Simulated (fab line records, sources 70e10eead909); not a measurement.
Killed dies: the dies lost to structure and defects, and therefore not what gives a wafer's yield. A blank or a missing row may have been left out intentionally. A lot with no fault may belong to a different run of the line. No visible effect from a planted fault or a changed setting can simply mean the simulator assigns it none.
fab line records ; flow nand-harc
record: lots: 6; wafers: 18; last-day: 24
route steps=1159 shown P_M0@280 P_M1@285 END@1159
lots untouched by any fault: they come from a run of this same line in which no faults occurred
start-h: the number of hours between the record's first day and the start of the first shown wafer of the lot ; wait-h: how many hours have passed since the lot's step before this one ; " unchanged from the row above ; L1.1+2: several wafers, shown together as one row ; - either no value or no given start ; * or withheld: withheld ; < > ~ a bound
route shown NAME@n: NAME is a module with steps in the file, n the number in the route of the first one ; usual: mean and standard deviation over wafers with no fault ; same: alike in all rows ; chamber/n: place in a boat ; sites: readings site by site ; _std_site: the standard deviation of these ; _edge_site: mean of outer sites minus mean of inner sites ; radius-mm: for every site, how far away it sits from the centre of the wafer ; mask NAME#n: copy n ; behind: the tool/chamber that last shaped the wafer ; hold: why the lot went on hold/how many hours it stayed there/how the hold came to an end ; device: the transistor (n, p or np) that didn't switch ; end of line: the route-end tests of the same wafers ; a step without rows: its recipe alone ; killed: not the wafer's yield, but the dies lost to structure and defects at the first sort ; map: per-die view of a wafer (x killed, . not killed, _ where there is no die)
set.NAME: the run value of the setting; set.NAME@STEP: its run value at that earlier step ; model.NAME: the simulator's own value behind a step, which no gauge read
lots seen at some steps along the route; tables by step, rows by wafer
services: a tool's chamber out of use, with start hour (start-h, from the record's first day; less than 0 if before it), hours out, and reason
== steps ==
step: NHARC_P_M0_SRD_25
step: NHARC_P_M0_INSPECT_27
usual: raw-defect-count: 307/110
lot.wafer;tool;chamber;start-h;wait-h;raw-defect-count
L757.1;defect-inspect-01;-;136.01;0.0;246
L757.4;defect-inspect-01;-;136.01;0.0;226
L757.6;defect-inspect-01;-;136.01;0.0;295
L758.2;defect-inspect-02;-;136.45;0.0;108
L758.3;defect-inspect-02;-;136.45;0.0;303
L758.4;defect-inspect-02;-;136.45;0.0;191
L759.3;defect-inspect-02;-;155.70;0.0;398
L759.5;defect-inspect-02;-;155.70;0.0;254
L759.6;defect-inspect-02;-;155.70;0.0;161
L765.2;defect-inspect-01;-;195.15;0.0;307
L765.3;defect-inspect-01;-;195.15;0.0;197
L765.4;defect-inspect-01;-;195.15;0.0;355
L769.3;defect-inspect-02;-;212.50;0.0;265
L769.4;defect-inspect-02;-;212.50;0.0;171
L769.6;defect-inspect-02;-;212.50;0.0;273
L776.1;defect-inspect-02;-;242.50;0.0;424
L776.3;defect-inspect-02;-;242.50;0.0;168
L776.5;defect-inspect-02;-;242.50;0.0;183
step: NHARC_P_M0_PRE_CLEAN_31
recipe: time-s: 12; temp-c: 370; rf-power-w: 300; gas: NH3
usual: heater-power-w: 666/82; rf-fwd-power-W: 292.5/0.94
same: time-s: 12
lot.wafer;tool;chamber;start-h;wait-h;heater-power-w;rf-fwd-power-W
L757.1;pecvd-04;2;136.07;0.1;540;291.9
L757.4;pecvd-04;0;136.07;0.1;642;291.0
L757.6;pecvd-04;1;136.07;0.1;505;292.4
L758.2;pecvd-03;1;136.53;0.1;704;293.0
L758.3;pecvd-03;2;136.53;0.1;581;291.9
L758.4;pecvd-03;0;136.53;0.1;711;292.8
L759.3;pecvd-04;0;155.78;0.1;635;293.4
L759.6;pecvd-04;2;155.78;0.1;547;293.5
L759.5;pecvd-04;1;155.78;0.1;560;294.1
L765.3;pecvd-02;1;195.21;0.1;788;293.1
L765.2;pecvd-02;0;195.21;0.1;739;293.1
L765.4;pecvd-02;2;195.21;0.1;680;293.2
L769.3;pecvd-03;0;212.59;0.1;797;292.8
L769.4;pecvd-03;1;212.59;0.1;746;294.3
L769.6;pecvd-03;2;212.59;0.1;641;291.2
L776.1;pecvd-04;1;242.59;0.1;543;292.1
L776.3;pecvd-04;0;242.59;0.1;651;291.9
L776.5;pecvd-04;1;242.59;0.1;534;293.4
step: NHARC_P_M0_DEP_32
recipe: target-thk-a: 300; temp-c: 370; target-thk-nm: 30; pressure-torr: 3; flow-sccm: 200; rf-w: 450; material: SiCN
usual: chamber-pressure-Torr: 3.000/0.007; heater-power-w: 618/85; rf-fwd-power-W: 448.9/1.3
lot.wafer;tool;chamber;start-h;wait-h;chamber-pressure-Torr;heater-power-w;rf-fwd-power-W
L757.1;pecvd-04;2;136.15;0.1;3.014;567;450.2
L757.4;pecvd-04;0;136.15;0.1;3.003;612;448.3
L757.6;pecvd-04;1;136.15;0.1;3.000;491;450.2
L758.2;pecvd-03;1;136.64;0.1;3.010;703;451.0
L758.3;pecvd-03;2;136.64;0.1;3.003;560;448.2
L758.4;pecvd-03;0;136.64;0.1;2.990;691;448.9
L759.3;pecvd-04;0;155.89;0.1;3.004;647;451.1
L759.6;pecvd-04;2;155.89;0.1;2.996;552;447.6
L759.5;pecvd-04;1;155.89;0.1;2.999;508;446.7
L765.3;pecvd-02;1;195.29;0.1;3.002;738;448.1
L765.2;pecvd-02;0;195.29;0.1;2.999;700;447.8
L765.4;pecvd-02;2;195.29;0.1;2.993;628;448.8
L769.3;pecvd-03;0;212.73;0.1;2.994;717;449.0
L769.4;pecvd-03;1;212.73;0.1;3.002;690;449.2
L769.6;pecvd-03;2;212.73;0.1;2.993;545;449.7
L776.1;pecvd-04;1;242.75;0.1;2.998;560;452.3
L776.3;pecvd-04;0;242.75;0.1;2.982;611;448.8
L776.5;pecvd-04;1;242.75;0.1;3.001;562;450.4
step: NHARC_P_M1_DEP_00
recipe: target-thk-a: 1825; target-thk-nm: 182.5; temp-c: withheld; pressure-torr: 5; flow-sccm: 200; rf-w: 600; material: SiOC
step: NHARC_P_M1_DEHYDRATE_01
recipe: temp-c: 150; time-s: 120
step: NHARC_P_M1_HMDS_02
recipe: time-s: 30
step: NHARC_P_M1_COAT_34
recipe: temp-c: 200; time-s: 65
step: NHARC_P_M1_COAT_03
recipe: spin-rpm: 1500; resist-thk-nm: 90
step: NHARC_P_M1_SOFTBAKE_04
recipe: temp-c: 105; time-s: 55
step: NHARC_P_M1_EBR_05
step: NHARC_P_M1_EXPOSE_06
recipe: na: 1.35; target-cd-nm: 130; dose-mj: 81.88; mask-id: P_M1
usual: exposure-dose-mJ-cm2: 81.90/0.078; focus-offset-nm: 0.0/0.5
lot.wafer;tool;chamber;start-h;wait-h;mask;exposure-dose-mJ-cm2;focus-offset-nm
L757.1;arfi-scanner-02;0;137.26;-;P_M1#0;82.02;-0.3
L757.4;arfi-scanner-02;0;137.26;-;P_M1#0;81.96;-0.2
L757.6;arfi-scanner-02;0;137.26;-;P_M1#0;81.91;-0.2
L758.2;arfi-scanner-03;0;137.70;-;P_M1#0;81.82;-0.5
L758.3;arfi-scanner-03;0;137.70;-;P_M1#0;81.81;-1.0
L758.4;arfi-scanner-03;0;137.70;-;P_M1#0;81.97;-0.5
L759.3;arfi-scanner-02;0;156.84;-;P_M1#0;93.83;-0.8
L759.5;arfi-scanner-02;0;156.84;-;P_M1#0;93.78;0.0
L759.6;arfi-scanner-02;0;156.84;-;P_M1#0;93.82;0.0
L765.2;arfi-scanner-02;0;196.38;-;P_M1#0;91.21;0.3
L765.3;arfi-scanner-02;0;196.38;-;P_M1#0;91.30;0.0
L765.4;arfi-scanner-02;0;196.38;-;P_M1#0;91.26;0.1
L769.3;arfi-scanner-01;0;213.76;-;P_M1#0;81.83;0.4
L769.4;arfi-scanner-01;0;213.76;-;P_M1#0;81.90;0.2
L769.6;arfi-scanner-01;0;213.76;-;P_M1#0;81.91;-0.1
L776.1;arfi-scanner-01;0;243.77;-;P_M1#0;81.98;1.2
L776.3;arfi-scanner-01;0;243.77;-;P_M1#0;81.87;0.5
L776.5;arfi-scanner-01;0;243.77;-;P_M1#0;81.92;1.7
step: NHARC_P_M1_PEB_07
recipe: peb-temp-c: 100; peb-time-s: 65
step: NHARC_P_M1_DEVELOP_08
recipe: develop-time-s: 35; dev-temp-c: 23
step: NHARC_P_M1_CD_MEAS_09
recipe: target-cd-nm: 130; landing-energy-ev: 500
usual: cd-nm: 130.2/0.58
lot.wafer;tool;chamber;start-h;wait-h;cd-nm
L757.1;cd-sem-02;0;137.40;-;129.7
L757.4;cd-sem-02;0;137.40;-;128.8
L757.6;cd-sem-02;0;137.40;-;129.8
L758.2;cd-sem-02;0;137.84;-;129.9
L758.3;cd-sem-02;0;137.84;-;129.4
L758.4;cd-sem-02;0;137.84;-;129.9
L759.3;cd-sem-01;0;156.99;-;137.6
L759.5;cd-sem-01;0;156.99;-;138.6
L759.6;cd-sem-01;0;156.99;-;137.9
L765.2;cd-sem-02;0;196.52;-;136.9
L765.3;cd-sem-02;0;196.52;-;136.6
L765.4;cd-sem-02;0;196.52;-;136.9
L769.3;cd-sem-02;0;213.89;-;130.5
L769.4;cd-sem-02;0;213.89;-;129.6
L769.6;cd-sem-02;0;213.89;-;129.9
L776.1;cd-sem-01;0;243.91;-;129.8
L776.3;cd-sem-01;0;243.91;-;130.7
L776.5;cd-sem-01;0;243.91;-;130.3
step: NHARC_P_M1_OVL_MEAS_10
recipe: pitch-nm: 260
usual: overlay-x-nm: -0.3/0.88; overlay-y-nm: 0.1/0.99
lot.wafer;tool;chamber;start-h;wait-h;overlay-x-nm;overlay-y-nm
L757.1;overlay-02;-;137.49;-;-0.4;1.1
L757.4;overlay-02;-;137.49;-;-1.2;1.7
L757.6;overlay-02;-;137.49;-;-0.4;1.4
L758.2;overlay-02;-;137.93;-;-0.5;0.3
L758.3;overlay-02;-;137.93;-;-0.5;0.1
L758.4;overlay-02;-;137.93;-;-0.2;0.3
L759.3;overlay-02;-;157.07;-;1.1;0.9
L759.5;overlay-02;-;157.07;-;0.0;1.3
L759.6;overlay-02;-;157.07;-;0.4;0.9
L765.2;overlay-02;-;196.61;-;0.0;-1.0
L765.3;overlay-02;-;196.61;-;0.3;-1.3
L765.4;overlay-02;-;196.61;-;-0.3;-1.0
L769.3;overlay-01;-;213.98;-;-0.2;-1.1
L769.4;overlay-01;-;213.98;-;-0.4;-0.5
L769.6;overlay-01;-;213.98;-;-0.3;-0.5
L776.1;overlay-02;-;244.00;-;-0.5;-1.6
L776.3;overlay-02;-;244.00;-;0.2;-1.5
L776.5;overlay-02;-;244.00;-;-0.3;-1.6
step: NHARC_P_M1_INSPECT_11
usual: raw-defect-count: 4.2/2.5
lot.wafer;tool;chamber;start-h;wait-h;raw-defect-count
L757.1;defect-inspect-02;-;137.53;0.0;3
L757.4;defect-inspect-02;-;137.53;0.0;5
L757.6;defect-inspect-02;-;137.53;0.0;9
L758.2;defect-inspect-02;-;137.96;0.0;2
L758.3;defect-inspect-02;-;137.96;0.0;3
L758.4;defect-inspect-02;-;137.96;0.0;3
L759.3;defect-inspect-01;-;157.11;0.0;1
L759.5;defect-inspect-01;-;157.11;0.0;5
L759.6;defect-inspect-01;-;157.11;0.0;3
L765.2;defect-inspect-01;-;196.64;0.0;2
L765.3;defect-inspect-01;-;196.64;0.0;2
L765.4;defect-inspect-01;-;196.64;0.0;3
L769.3;defect-inspect-01;-;214.01;0.0;6
L769.4;defect-inspect-01;-;214.01;0.0;1
L769.6;defect-inspect-01;-;214.01;0.0;1
L776.1;defect-inspect-01;-;244.04;0.0;5
L776.3;defect-inspect-01;-;244.04;0.0;4
L776.5;defect-inspect-01;-;244.04;0.0;6
step: NHARC_P_M1_DESCUM_14
recipe: time-s: 3; o2-flow-sccm: 200; ar-flow-sccm: 0; bias-power-w: 0; chemistry: O2
usual: drypump-motor-current-A: 5.8/0.42; oes-product-au: 0.999/0.0089; rf-vpp-V: 57.9/0.82; showerhead-plenum-p-Torr: 1.90/0.067; throttle-valve-pct: 11.310/0.0093
same: time-s: 3
lot.wafer;tool;chamber;start-h;wait-h;drypump-motor-current-A;oes-product-au;rf-hours-counter-h;rf-vpp-V;showerhead-plenum-p-Torr;throttle-valve-pct;model.P_M1.cd-nm
L757.1;rie-diel-01;3;137.60;0.1;6.5;0.995;5;58.9;1.87;11.317;130.2
L757.6;rie-diel-01;1;137.60;0.1;5.8;0.991;-;57.5;1.87;11.295;129.6
L757.4;rie-diel-01;3;137.60;0.1;6.5;0.995;-;58.1;1.87;11.313;129.5
L758.4;rie-diel-06;2;138.02;0.1;5.8;0.998;5;58.9;1.86;11.307;130
L758.2;rie-diel-06;3;138.02;0.1;5.9;0.989;5;58.2;1.99;11.317;129.7
L758.3;rie-diel-06;1;138.02;0.1;5.2;0.996;5;56.0;1.78;11.309;129.6
L759.3;rie-diel-06;2;157.19;0.1;5.8;0.986;7;57.0;1.86;11.299;138.2
L759.6;rie-diel-06;3;157.19;0.1;5.9;0.994;-;57.4;1.99;11.305;138
L759.5;rie-diel-06;0;157.19;0.1;5.0;0.996;-;58.9;1.86;11.331;138.7
L765.3;rie-diel-01;3;196.71;0.1;6.5;0.977;1;57.7;1.87;11.314;136.8
L765.2;rie-diel-01;0;196.71;0.1;5.9;1.005;1;56.5;1.90;11.295;137.1
L765.4;rie-diel-01;1;196.71;0.1;5.8;1.006;1;57.2;1.87;11.299;136
L769.4;rie-diel-11;3;214.07;0.1;5.6;1.014;0;58.9;1.91;11.314;130.1
L769.3;rie-diel-11;1;214.07;0.1;6.0;0.993;0;59.1;1.99;11.324;131.1
L769.6;rie-diel-11;3;214.07;0.1;5.6;1.013;-;57.4;1.91;11.311;130.2
L776.3;rie-diel-11;1;244.12;0.1;6.1;0.990;1;58.6;1.99;11.296;131.3
L776.1;rie-diel-11;2;244.12;0.1;6.3;1.011;1;57.7;1.99;11.307;131.2
L776.5;rie-diel-11;3;244.12;0.1;5.6;1.003;-;58.9;1.91;11.315;131
step: NHARC_P_M1_ETCH_35
recipe: target-depth-a: 400; overetch-a: 120; time-s: 43.94; ion-energy-ev: 200; n2-flow-sccm: 150; h2-flow-sccm: 150; ar-flow-sccm: 0; rf-w: 400; bias-w: 150; chemistry: N2/H2
usual: drypump-motor-current-A: 5.8/0.43; oes-product-au: 0.999/0.0092; rf-fwd-power-W: 395.5/1.6; rf-vpp-V: 430.2/2.3; showerhead-plenum-p-Torr: 2.03/0.076; throttle-valve-pct: 14.170/0.0095
same: time-s: 43.94
lot.wafer;tool;chamber;start-h;wait-h;drypump-motor-current-A;oes-product-au;rf-fwd-power-W;rf-hours-counter-h;rf-vpp-V;showerhead-plenum-p-Torr;throttle-valve-pct
L757.1;rie-diel-01;1;137.70;0.1;5.8;0.988;396.1;2;429.4;1.99;14.169
L757.4;rie-diel-01;1;137.70;0.1;5.8;0.996;396.5;-;429.3;1.99;14.187
L757.6;rie-diel-01;3;137.70;0.1;6.5;0.998;393.0;-;429.2;1.99;14.178
L758.4;rie-diel-06;0;138.42;0.4;5.0;0.996;394.9;6;427.8;1.98;14.170
L758.2;rie-diel-06;1;138.42;0.4;5.2;1.007;395.3;6;426.5;1.90;14.183
L758.3;rie-diel-06;3;138.42;0.4;5.9;1.007;394.7;5;434.4;2.12;14.161
L759.3;rie-diel-06;0;157.26;0.1;5.0;0.992;399.8;7;428.8;1.98;14.167
L759.5;rie-diel-06;2;157.26;0.1;5.8;0.992;397.8;-;429.7;1.98;14.165
L759.6;rie-diel-06;3;157.26;0.1;5.9;1.002;393.2;-;432.4;2.12;14.169
L765.3;rie-diel-01;2;196.79;0.1;5.8;1.011;393.7;1;426.8;1.90;14.156
L765.4;rie-diel-01;3;196.79;0.1;6.5;0.981;393.4;1;428.3;1.99;14.170
L765.2;rie-diel-01;1;196.79;0.1;5.8;1.000;394.5;1;430.2;1.99;14.179
L769.4;rie-diel-11;0;214.16;0.1;6.3;0.982;397.4;0;430.2;2.04;14.169
L769.3;rie-diel-11;2;214.16;0.1;6.3;1.011;395.9;0;432.9;2.12;14.152
L769.6;rie-diel-11;0;214.16;0.1;6.3;0.987;397.2;-;431.4;2.04;14.182
L776.3;rie-diel-11;2;244.20;0.1;6.3;1.001;395.2;1;433.2;2.12;14.166
L776.1;rie-diel-11;3;244.20;0.1;5.7;0.995;395.2;1;430.4;2.04;14.178
L776.5;rie-diel-11;1;244.20;0.1;6.0;0.977;393.0;-;433.0;2.12;14.180
step: NHARC_P_M1_ETCH_15
recipe: target-depth-a: 1825; time-s: 91.2; c4f8-flow-sccm: withheld; ar-flow-sccm: 400; rf-w: 600; bias-w: 300; chemistry: C4F8/Ar
usual: oes-product-au: 0.957/0.02; rf-fwd-power-W: 596.1/2.2; rf-vpp-V: 440.5/2.2
same: time-s: 91.2
lot.wafer;tool;chamber;start-h;wait-h;oes-product-au;rf-fwd-power-W;rf-hours-counter-h;rf-vpp-V
L757.1;rie-diel-01;1;-;-;0.950;595.4;3;439.3
L757.4;rie-diel-01;3;-;-;0.957;592.0;-;439.5
L757.6;rie-diel-01;0;-;-;0.975;600.3;-;439.1
L758.3;rie-diel-06;0;-;-;0.944;596.6;6;439.7
L758.2;rie-diel-06;1;-;-;0.947;596.0;6;436.8
L758.4;rie-diel-06;2;-;-;0.960;597.1;6;438.5
L759.3;rie-diel-06;3;-;-;0.961;596.0;7;442.4
L759.6;rie-diel-06;1;-;-;0.972;597.7;-;438.6
L759.5;rie-diel-06;2;-;-;0.977;597.7;-;437.5
L765.2;rie-diel-01;0;-;-;0.931;596.1;1;442.4
L765.4;rie-diel-01;2;-;-;0.929;593.8;1;436.5
L765.3;rie-diel-01;3;-;-;0.930;591.7;1;439.1
L769.4;rie-diel-11;3;-;-;0.976;596.6;0;441.0
L769.3;rie-diel-11;0;-;-;0.959;596.1;0;441.5
L769.6;rie-diel-11;0;-;-;0.958;596.8;-;439.4
L776.3;rie-diel-11;2;-;-;0.981;595.7;1;442.6
L776.1;rie-diel-11;3;-;-;0.956;598.3;1;441.5
L776.5;rie-diel-11;2;-;-;0.995;596.9;-;443.9
step: NHARC_P_M1_CD_MEAS_16
usual: cd-nm: 130.2/0.77
lot.wafer;tool;chamber;start-h;wait-h;cd-nm
L757.1;cd-sem-03;-;137.93;-;130.1
L757.4;cd-sem-03;-;137.93;-;129.3
L757.6;cd-sem-03;-;137.93;-;129.1
L758.2;cd-sem-02;-;138.64;-;129.5
L758.3;cd-sem-02;-;138.64;-;129.2
L758.4;cd-sem-02;-;138.64;-;129.8
L759.3;cd-sem-01;-;157.48;-;137.9
L759.5;cd-sem-01;-;157.48;-;138.2
L759.6;cd-sem-01;-;157.48;-;137.6
L765.2;cd-sem-03;-;197.01;-;137.7
L765.3;cd-sem-03;-;197.01;-;136.6
L765.4;cd-sem-03;-;197.01;-;135.7
L769.3;cd-sem-02;-;214.38;-;131.1
L769.4;cd-sem-02;-;214.38;-;130.0
L769.6;cd-sem-02;-;214.38;-;130.3
L776.1;cd-sem-03;-;244.40;-;131.2
L776.3;cd-sem-03;-;244.40;-;131.3
L776.5;cd-sem-03;-;244.40;-;130.6
step: NHARC_P_M1_STRIP_18
recipe: power-w: 1000; n2-flow-sccm: 150; h2-flow-sccm: 150; ar-flow-sccm: 0; bias-w: 0; chemistry: N2/H2
usual: drypump-motor-current-A: 5.8/0.4; oes-product-au: 1.000/0.0084; rf-fwd-power-W: 997/3.1; rf-vpp-V: 90.5/0.93; showerhead-plenum-p-Torr: 2.01/0.073; throttle-valve-pct: 14.172/0.0085
lot.wafer;tool;chamber;start-h;wait-h;drypump-motor-current-A;oes-product-au;rf-fwd-power-W;rf-hours-counter-h;rf-vpp-V;showerhead-plenum-p-Torr;throttle-valve-pct
L757.4;rie-diel-11;2;138.01;0.1;6.3;1.003;995;9;91.4;2.13;14.168
L757.1;rie-diel-11;1;138.01;0.1;6.1;0.991;998;8;92.3;2.12;14.158
L757.6;rie-diel-11;2;138.01;0.1;6.2;1.005;993;-;89.4;2.13;14.175
L758.4;rie-diel-06;3;138.74;0.1;6.0;1.002;994;5;91.2;2.12;14.170
L758.3;rie-diel-06;0;138.74;0.1;5.0;1.000;994;6;90.0;1.98;14.174
L758.2;rie-diel-06;1;138.74;0.1;5.2;1.008;1005;6;90.9;1.90;14.164
L759.3;rie-diel-01;2;157.57;0.1;5.8;1.009;997;0;90.7;1.90;14.174
L759.5;rie-diel-01;1;157.57;0.1;5.8;0.990;993;-;91.1;1.99;14.158
L759.6;rie-diel-01;2;157.57;0.1;5.8;1.009;999;-;89.9;1.90;14.168
L765.2;rie-diel-01;3;197.09;0.1;6.5;0.997;991;1;91.2;1.99;14.165
L765.4;rie-diel-01;0;197.09;0.1;5.9;1.005;997;1;91.0;2.02;14.158
L765.3;rie-diel-01;2;197.09;0.1;5.8;1.008;995;1;89.5;1.90;14.165
L769.4;rie-diel-01;2;214.45;0.1;5.7;1.006;995;1;89.7;1.90;14.164
L769.3;rie-diel-01;3;214.45;0.1;6.5;0.995;997;1;90.0;1.99;14.168
L769.6;rie-diel-01;3;214.45;0.1;6.5;0.999;1000;-;90.3;1.99;14.177
L776.3;rie-diel-11;0;244.48;0.1;6.3;0.994;998;1;89.5;2.04;14.172
L776.1;rie-diel-11;1;244.48;0.1;6.1;0.975;999;1;91.1;2.12;14.169
L776.5;rie-diel-11;1;244.48;0.1;6.0;0.986;1000;-;89.2;2.12;14.169
step: NHARC_P_M1_ETCH_28
recipe: target-depth-a: 300; over-etch-frac: 0.3; time-s: 72.99; ion-energy-ev: 150; cf4-flow-sccm: 50; n2-flow-sccm: 100; ar-flow-sccm: 150; rf-w: 300; bias-w: 100; chemistry: CF4/N2
usual: cf4-flow-sccm: 50.01/0.15; drypump-motor-current-A: 5.8/0.43; oes-product-au: 0.999/0.009; rf-fwd-power-W: 297.6/1.1; rf-vpp-V: 313.7/1.8; showerhead-plenum-p-Torr: 2.59/0.086; throttle-valve-pct: 19.795/0.0083
same: time-s: 72.99
lot.wafer;tool;chamber;start-h;wait-h;cf4-flow-sccm;drypump-motor-current-A;oes-product-au;rf-fwd-power-W;rf-hours-counter-h;rf-vpp-V;showerhead-plenum-p-Torr;throttle-valve-pct;model.P_M1.cd-nm
L757.4;rie-diel-11;1;-;-;50.13;6.1;0.980;298.1;8;315.1;2.72;19.791;129
L757.1;rie-diel-11;2;-;-;50.13;6.3;1.003;298.1;9;317.0;2.73;19.796;130.1
L757.6;rie-diel-11;0;-;-;50.11;6.3;1.005;299.1;-;313.6;2.63;19.812;129.3
L758.4;rie-diel-06;1;-;-;49.86;5.2;0.993;298.8;6;310.6;2.46;19.778;129.9
L758.3;rie-diel-06;2;-;-;49.91;5.8;0.989;297.6;6;313.3;2.55;19.800;128.8
L758.2;rie-diel-06;3;-;-;50.39;5.9;1.005;297.1;5;317.0;2.72;19.798;129.5
L759.3;rie-diel-01;3;-;-;50.34;6.5;0.990;296.1;0;312.1;2.57;19.777;137.6
L759.5;rie-diel-01;1;-;-;49.91;5.8;0.991;295.9;-;314.2;2.56;19.813;138.1
L759.6;rie-diel-01;2;-;-;49.99;5.7;1.000;295.7;-;312.2;2.46;19.800;137.8
L765.3;rie-diel-01;2;-;-;49.85;5.8;1.001;296.8;1;311.2;2.46;19.797;136.7
L765.4;rie-diel-01;3;-;-;49.93;6.5;0.996;296.7;1;312.5;2.57;19.791;136.3
L765.2;rie-diel-01;1;-;-;50.06;5.8;1.013;297.0;1;312.3;2.56;19.790;137.8
L769.4;rie-diel-01;0;-;-;50.04;5.9;1.001;297.4;2;313.8;2.60;19.798;129.9
L769.3;rie-diel-01;1;-;-;50.00;5.8;0.993;296.2;2;315.9;2.56;19.795;131.1
L769.6;rie-diel-01;3;-;-;50.27;6.5;0.988;295.1;-;312.4;2.57;19.797;130.1
L776.1;rie-diel-11;1;-;-;50.17;6.1;0.974;298.2;1;315.2;2.72;19.799;131.5
L776.3;rie-diel-11;2;-;-;50.04;6.3;1.007;296.4;1;316.0;2.73;19.781;131.3
L776.5;rie-diel-11;0;-;-;49.99;6.3;0.995;297.1;-;314.6;2.63;19.806;131.3
step: NHARC_P_M1_STRIP_19
recipe: time-s: 600; temp-c: 30; chemistry: post-etch-residue-remover
step: NHARC_END_SORT_01
recipe: temp-c: 25
usual: defect-limited-yield: 95.4/1.3; killed-at-array: 27/8; killed-at-other: 0.8/1.2; killed-at-periphery: 3.3/2.3; killed-dies: 31/8.8; killed-open: 3.2/2.1; killed-short: 2.1/1.4; sort_bin_2_pct: 1.4/0.55; sort_bin_3_pct: 0.25/0.2; sort_bin_4_pct: 2.9/0.92; sort-n-pass: 646/8.8; sort-rim-yield-pct: 95.5/2.7; sort-yield-pct: 95.4/1.3
same: gross-dies: 677; sort_bin_5_pct[%]: 0; sort_bin_6_pct[%]: 0; sort_bin_7_pct[%]: 0; sort_bin_8_pct[%]: 0; sort-rim-n-gross: 106.00
lot.wafer;tool;chamber;start-h;wait-h;defect-limited-yield[%];killed-at-array;killed-at-other;killed-at-periphery;killed-dies;killed-open;killed-short;sort_bin_2_pct[%];sort_bin_3_pct[%];sort_bin_4_pct[%];sort-n-pass;sort-rim-yield-pct[%];sort-yield-pct[%]
L758.2;prober-02;0;454.53;2.8;97.6;14;0;2;16;3;0;1.0;0;1.3;661;96.2;97.6
L758.3;prober-02;0;455.33;3.1;95.6;28;0;2;30;1;3;1.3;0.15;3.0;647;99.1;95.6
L758.4;prober-02;0;456.12;3.4;96.8;22;0;0;22;2;2;0.9;0.59;1.8;655;92.5;96.8
killed by level:class
L758.2 A_CHANNEL_HOLE_D1:chamber-film-flake=10 P_M0:geometric-particle:open=1 P_M1:geometric-particle:open=1 A_CONTACT:geometric-particle:open=1 A_STAIRCASE:chamber-film-flake=1 A_SLIT:chamber-film-flake=1 A_CONTACT:chamber-film-flake=1
L758.3 A_CHANNEL_HOLE_D1:chamber-film-flake=12 A_STAIRCASE:chamber-film-flake=6 A_SLIT:chamber-film-flake=3 A_CONTACT:chamber-film-flake=3 A_WL_FILL:geometric-particle:short=2 P_M0:geometric-particle:short=1 A_CHANNEL_FILL_D1:geometric-particle:open=1 P_GATE:chamber-film-flake=1
L758.4 A_CHANNEL_HOLE_D1:chamber-film-flake=10 A_STAIRCASE:chamber-film-flake=5 A_ONON_D1:geometric-particle:short=2 A_CONTACT:chamber-film-flake=2 A_ONON_D1:geometric-particle:open=1 A_CONTACT:geometric-particle:open=1 A_SLIT:chamber-film-flake=1
== services ==
tool;chamber;start-h;hours;kind
rie-diel-01;0;116.80;-;clean
rie-diel-01;1;116.80;-;clean
rie-diel-01;2;116.80;-;clean
rie-diel-01;3;116.80;-;clean
rie-diel-01;2;133.06;19.9;repair
pecvd-04;0;136.78;3.8;repair
rie-diel-01;1;137.85;9.0;vent-cycle
rie-diel-01;3;137.85;9.0;vent-cycle
arfi-scanner-03;-;140.00;4.0;pm
rie-diel-01;0;146.85;-;clean
pecvd-02;-;153.00;13.0;pm
rie-diel-01;3;165.38;4.7;repair
pecvd-04;-;168.56;1.0;repair
rie-diel-06;0;174.83;3.5;repair
rie-diel-11;-;189.50;9.0;pm
arfi-scanner-01;-;190.44;0.8;repair
pecvd-04;-;195.54;13.0;pm
arfi-scanner-01;-;202.53;4.0;pm
rie-diel-06;1;213.43;2.9;repair
arfi-scanner-03;-;214.70;2.8;repair
pecvd-03;-;225.87;0.3;repair
arfi-scanner-01;-;232.40;10.2;repair
pecvd-04;2;234.84;25.9;repair
rie-diel-06;-;241.65;9.0;pm
== key ==
first-sign: step: NHARC_P_M1_EXPOSE_06; reading: exposure-dose-mJ-cm2; direction: up; sigmas: 99+; usual: 81.90; struck: 92.53
effect: step: NHARC_P_M1_CD_MEAS_09; reading: cd-nm; direction: up; sigmas: 12; usual: 130.2; struck: 137.4; through: control-loop
effect: step: NHARC_P_M1_CD_MEAS_16; reading: cd-nm; direction: up; sigmas: 9.2; usual: 130.2; struck: 137.3; through: control-loop
model-effect: step: NHARC_P_M1_DESCUM_14; value: P_M1.cd-nm; without: 130.1; struck: 137.5
model-effect: step: NHARC_P_M1_ETCH_28; value: P_M1.cd-nm; without: 130; struck: 137.4
met-at NHARC_P_M1_EXPOSE_06
struck-wafers L759.3,L759.5,L759.6,L765.2,L765.3,L765.4
loop-trim: step: NHARC_P_M1_EXPOSE_06; setting: dose; lots: L765
onset-between 137.26 156.84
fault: kind: process-parameter-drift; tool: arfi-scanner-02; chamber: -; onset-h: 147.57; steps: NHARC_P_M1_EXPOSE_06; channel: dose-mj; offset: 11.86; shape: step; acts-in: these-recipes-only; stated: 81.88
loop-trim: a control loop set the setting to another value than it would have without faults
